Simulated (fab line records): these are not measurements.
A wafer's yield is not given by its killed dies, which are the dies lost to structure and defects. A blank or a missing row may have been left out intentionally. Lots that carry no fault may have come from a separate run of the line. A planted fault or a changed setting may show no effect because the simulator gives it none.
fab line records -- flow n5_finfet
record lots=5, wafers=15, last_day=18
route steps=1938 shown WELL_APT@21 PMOS_HMC_CHANNEL_EPI@57 BEOL_M4@1111 PASSIVATION@1936
lots that met no fault: taken from a fault-free run of the same line
start_h: the number of hours between the record's first day and the start of the first shown wafer of the lot -- wait_h: time in hours since the lot's previous step -- " same as the row above -- L1.1+2: a single row standing in for several wafers -- - either no value or no given start -- * or withheld: withheld -- < > ~ a bound
route shown NAME@n: NAME is a module with steps in the file, n the number in the route of the first one -- usual: average and standard deviation across the fault-free wafers -- same: alike in all rows -- chamber/n: place in a boat -- sites: per-site readings -- _std_site: standard deviation across them -- _edge_site: inner sites' mean taken away from outer sites' mean -- radius_mm: for every site, how far away it sits from the centre of the wafer -- mask NAME#n: copy n -- behind: the most recent tool/chamber to have shaped the wafer -- hold: reason for holding the lot/hours on hold/outcome of the hold -- device: names the non-switching transistor (n, p or np) -- end of line: the route-end tests of the same wafers -- a step with no rows: only its recipe -- killed: at the first sort, the dies lost to defects and structure; wafer yield is something else -- map: dies across one wafer; x = killed, . = not, _ = none there
set.NAME: the setting the step ran with; set.NAME@STEP: the setting that earlier step ran with -- model.NAME: the simulator's own value behind a step, which no gauge read
lots seen at some steps along the route; tables by step, rows by wafer
services: the hour from which a tool's chamber was out of use, counted from the record's first day as start_h (under 0 if before that day), plus the number of hours and why
## steps
# step N5_WELL_APT_COAT_02
# recipe spin_rpm=1357, resist_thk_nm=950
# step N5_WELL_APT_EBR_04
# recipe solvent=PGMEA, ebr_width_mm=1.5
# step N5_WELL_APT_SOFTBAKE_03
# recipe temp_c=130, time_s=60
# step N5_WELL_APT_EXPOSE_05
# recipe mask_id=NWELL, na=0.8, source_shape=conventional, sigma_outer=0.8, polarization=unpolarized, defocus_nm=0, target_cd_nm=200, dose_mj=20.3
# step N5_WELL_APT_PEB_06
# recipe peb_temp_c=130, peb_time_s=90
# step N5_WELL_APT_DEVELOP_07
# recipe develop_time_s=45, rinse_liquid=surfactant_rinse, dry=air_spin, dev_temp_c=21
# step N5_WELL_APT_HARDBAKE_12
# recipe temp_c=130, time_s=120
# step N5_WELL_APT_DESCUM_13
# recipe chemistry=O2, time_s=7.9, source_power_w=50, bias_power_w=20, pressure_mtorr=20, rf_frequency_hz=2.712e+07, temp_c=40, o2_flow_sccm=225
# step N5_WELL_APT_IMPLANT_14
# recipe species=P, energy_kev=160, dose_cm2=1.5e+13, tilt_deg=0, rotation_deg=0
# step N5_WELL_APT_IMPLANT_15
# recipe species=As, energy_kev=25, dose_cm2=1.5e+13, tilt_deg=0, rotation_deg=0
# usual dose_ions_cm2=1.4999e+13/1.6e+10, faraday_current_uA=190/3.5
lot.wafer,tool,chamber,start_h,wait_h,dose_ions_cm2,faraday_current_uA
L874.1,implanter-02,0,68.06,0.1,1.5001e+13,191
L874.2,implanter-02,0,68.06,0.1,1.4987e+13,191
L874.5,implanter-02,0,68.06,0.1,1.4995e+13,192
L881.1,implanter-02,0,110.58,0.1,1.3012e+13,167
L881.3,implanter-02,0,110.58,0.1,1.3015e+13,164
L881.5,implanter-02,0,110.58,0.1,1.3007e+13,167
L882.1,implanter-02,0,116.36,0.1,1.2992e+13,166
L882.3,implanter-02,0,116.36,0.1,1.3019e+13,170
L882.6,implanter-02,0,116.36,0.1,1.3022e+13,169
L883.3,implanter-02,0,123.37,0.1,1.2989e+13,164
L883.4,implanter-02,0,123.37,0.1,1.2991e+13,164
L883.6,implanter-02,0,123.37,0.1,1.2992e+13,168
L887.1,implanter-01,0,146.62,0.1,1.5009e+13,185
L887.3,implanter-01,0,146.62,0.1,1.4982e+13,199
L887.5,implanter-01,0,146.62,0.1,1.4991e+13,187
# step N5_WELL_APT_STRIP_16
# recipe chemistry=SPM, time_s=900, temp_c=130, h2so4_h2o2_vol_ratio=4, dry=ipa_marangoni
# step N5_WELL_APT_HMDS_18
# recipe time_s=60, temp_c=120
# step N5_WELL_APT_COAT_19
# recipe spin_rpm=1357, resist_thk_nm=950
# step N5_WELL_APT_EBR_21
# recipe solvent=PGMEA, ebr_width_mm=1.5
# step N5_WELL_APT_SOFTBAKE_20
# recipe temp_c=130, time_s=60
# step N5_WELL_APT_EXPOSE_22
# recipe mask_id=PWELL, na=0.8, source_shape=conventional, sigma_outer=0.8, polarization=unpolarized, defocus_nm=0, target_cd_nm=200, dose_mj=23.2
# step N5_WELL_APT_PEB_23
# recipe peb_temp_c=130, peb_time_s=90
# step N5_WELL_APT_DEVELOP_24
# recipe develop_time_s=45, rinse_liquid=surfactant_rinse, dry=air_spin, dev_temp_c=21
# step N5_WELL_APT_HARDBAKE_29
# recipe temp_c=130, time_s=120
# step N5_WELL_APT_DESCUM_30
# recipe chemistry=O2, time_s=7.9, source_power_w=50, bias_power_w=20, pressure_mtorr=20, rf_frequency_hz=2.712e+07, temp_c=40, o2_flow_sccm=225
# step N5_WELL_APT_IMPLANT_31
# recipe species=B, energy_kev=60, dose_cm2=1.5e+13, tilt_deg=0, rotation_deg=0
# step N5_WELL_APT_IMPLANT_32
# recipe species=BF2, energy_kev=50, dose_cm2=2e+13, tilt_deg=0, rotation_deg=0
# step N5_WELL_APT_STRIP_33
# recipe chemistry=SPM, time_s=900, temp_c=130, h2so4_h2o2_vol_ratio=4, dry=ipa_marangoni
# step N5_WELL_APT_RTA_34
# recipe temp_c=1000, time_s=10, ambient=N2, idle_temp_c=600, ramp_up_c_per_s=150, ramp_down_c_per_s=60, cool_to_c=600
# step N5_WELL_APT_OXIDE_STRIP_42
# recipe chemistry=dHF, dilution=25:1, time_s=45, temp_c=25, target=SiO2, target_depth_a=120
# step N5_WELL_APT_PRECLEAN_36
# recipe chemistry=O3/DIW, time_s=45, temp_c=22, o3_ppm=10
# step N5_WELL_APT_PRECLEAN_39
# recipe chemistry=dHF, time_s=60, dilution=150:1, temp_c=25
# step N5_WELL_APT_SRD_37
# recipe dry=ipa_marangoni, do_ppb=5, time_s=30, temp_c=23, rinse_liquid=diw
# step N5_WELL_APT_EPI_41
# recipe material=Si, target_thk_a=500, temp_c=650, precursor=SiH4/H2, pressure_torr=20, time_s=297.7
# step N5_PMOS_HMC_CHANNEL_EPI_HM_DEP_34
# recipe material=SiO2, target_thk_a=360, temp_c=400, precursor=TEOS/O2, pressure_torr=6.5, rf_w=900, teos_flow_sccm=161.4, gas=O2, flow_sccm=2650, time_s=6.9
# step N5_PMOS_HMC_CHANNEL_EPI_COAT_31
# recipe resist=BARC, temp_c=205, time_s=60, spin_rpm=1500, resist_thk_nm=66
# step N5_PMOS_HMC_CHANNEL_EPI_COAT_03
# recipe resist=CAR-ArF-block, spin_rpm=1500, resist_thk_nm=205
# step N5_PMOS_HMC_CHANNEL_EPI_EBR_05
# recipe solvent=PGMEA, ebr_width_mm=1.5
# step N5_PMOS_HMC_CHANNEL_EPI_SOFTBAKE_04
# recipe temp_c=110, time_s=60, resist=CAR-ArF-block
# step N5_PMOS_HMC_CHANNEL_EPI_EXPOSE_06
# recipe mask_id=PMOS_HMC_BLK, na=1.35, source_shape=conventional, sigma_outer=0.8, polarization=unpolarized, target_cd_nm=240, dose_mj=41
# step N5_BEOL_M4_RC_MEAS_101
# usual CJ_P=5.79/0.14, DIBL_N=36.0/2, DIBL_P=36.2/2.2, IOFF_N=0.16/0.034, IOFF_P=0.21/0.04, ION_N=675/12, ION_P=463/7.2, SS_N=71.6/0.6, SS_P=73.3/0.67, VT_N=250/3, VT_P=-251/3.4
lot.wafer,tool,chamber,start_h,wait_h,CJ_P,DIBL_N[mV/V],DIBL_P[mV/V],IOFF_N[nA/um],IOFF_P[nA/um],ION_N[uA/um],ION_P[uA/um],SS_N[mV/dec],SS_P[mV/dec],VT_N[mV],VT_P[mV]
L874.1,prober-01,0,227.43,0.0,5.87,34.9,35.0,0.15,0.20,684,469,71.0,72.5,249,-249
L874.2,prober-01,0,227.43,0.0,5.71,33.0,31.9,0.10,0.15,662,456,70.6,72.3,255,-254
L874.5,prober-01,0,227.43,0.0,5.92,32.8,32.2,0.11,0.17,664,460,70.4,72.1,255,-251
L881.1,prober-01,0,269.45,0.0,5.51,36.9,36.6,0.16,0.23,674,466,71.4,73.1,249,-247
L881.3,prober-01,0,269.45,0.0,5.15,36.6,35.7,0.17,0.22,681,469,72.0,72.8,247,-246
L881.5,prober-01,0,269.45,0.0,5.26,34.9,35.5,0.14,0.22,677,468,71.0,72.6,250,-246
L882.1,prober-02,0,279.72,0.0,5.37,32.4,32.6,0.10,0.16,649,453,70.5,71.9,257,-255
L882.3,prober-02,0,279.72,0.0,5.55,36.2,36.2,0.16,0.20,675,464,71.2,72.9,252,-252
L882.6,prober-02,0,279.72,0.0,5.36,36.1,35.9,0.14,0.19,668,459,71.6,73.3,253,-252
L887.1,prober-01,0,311.62,0.0,5.74,36.0,35.9,0.15,0.21,665,455,71.9,72.3,250,-250
L887.3,prober-01,0,311.62,0.0,5.68,34.3,33.7,0.14,0.19,681,460,71.3,72.5,248,-248
L887.5,prober-01,0,311.62,0.0,5.90,36.6,36.7,0.18,0.23,686,469,71.4,73.7,249,-247
L883.3,prober-01,0,312.86,1.0,5.32,36.8,36.8,0.18,0.24,684,468,71.7,73.1,250,-249
L883.4,prober-01,0,312.86,1.0,5.55,35.8,35.8,0.16,0.22,675,464,71.6,73.1,250,-250
L883.6,prober-01,0,312.86,1.0,5.39,35.8,35.8,0.15,0.21,674,463,72.2,73.4,252,-250
# step N5_PASSIVATION_PROBE_49
# usual defect_limited_yield=91.5/1.5, killed_at_M0_to_M3=33/10, killed_at_M4_up=15/6.4, killed_at_contacts=12/5.4, killed_at_front_end=38/9.8, killed_at_other=4/3.1, killed_dies=101/18, killed_on_rim=13/3.9, killed_open=67/14, killed_short=33/7.9, sort_bin_5_function=5.0/1, sort_bin_6_memory=3.2/0.67, sort_n_pass=1079/18, sort_yield_pct=91.5/1.5
# same gross_dies=1180, killed_at_back_side=0, sort_bin_4_leakage[%]=0, sort_bin_8_speed[%]=0
lot.wafer,tool,chamber,start_h,wait_h,defect_limited_yield[%],killed_at_M0_to_M3,killed_at_M4_up,killed_at_contacts,killed_at_front_end,killed_at_other,killed_dies,killed_on_rim,killed_open,killed_short,sort_bin_5_function[%],sort_bin_6_memory[%],sort_n_pass,sort_yield_pct[%]
L874.2,prober-01,-,356.08,0.1,91.9,32,17,8,30,9,96,11,55,39,5.3,2.1,1084,91.9
L874.5,prober-01,-,356.23,0.2,92.3,35,10,5,34,7,91,7,57,30,3.8,3.8,1089,92.3
# killed by level:class
L874.2 BEOL_M0_SAQP:geometric_particle:open=12 BEOL_M0_SAQP:geometric_particle:short=12 MOL_CONTACT_COAG:geometric_particle:open=8 FIN_SAQP:geometric_particle:short=7 FIN_SAQP:geometric_particle:open=5 BEOL_M4:geometric_particle:open=5 MIM_TOP_ETCH:geometric_particle:short=5 BEOL_M2:geometric_particle:open=4
L874.5 BEOL_M3:geometric_particle:open=12 BEOL_M0_SAQP:geometric_particle:open=8 FIN_SAQP:geometric_particle:short=7 BEOL_M0_SAQP:geometric_particle:short=7 FIN_SAQP:geometric_particle:open=5 STI_FIN_REVEAL:geometric_particle:open=5 MOL_CONTACT_COAG:geometric_particle:open=5 GATE_CUT:geometric_particle:open=3
## services
tool,chamber,start_h,hours,kind
implanter-01,-,53.07,2.1,repair
implanter-02,-,78.21,3.9,pm
implanter-01,-,105.11,11.3,repair
## key
first_sign step=N5_WELL_APT_IMPLANT_15, reading=dose_ions_cm2, direction=down, sigmas=99+, usual=1.4999e+13, struck=1.3004e+13
effect step=N5_WELL_APT_IMPLANT_15, reading=faraday_current_uA, direction=down, sigmas=6.7, usual=190, struck=167
effect step=N5_BEOL_M4_RC_MEAS_101, reading=CJ_P, direction=down, sigmas=3, usual=5.79, struck=5.38
met_at N5_WELL_APT_IMPLANT_15
struck_wafers L881.1,L881.3,L881.5,L882.1,L882.3,L882.6,L883.3,L883.4,L883.6
onset_between 68.06 110.58
fault kind=process_parameter_drift, tool=implanter-02, chamber=-, onset_h=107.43, steps=N5_WELL_APT_IMPLANT_15, channel=dose_cm2, offset=-1.9969e+12, shape=step, end_h=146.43, acts_in=these_recipes_only, stated=1.5e+13
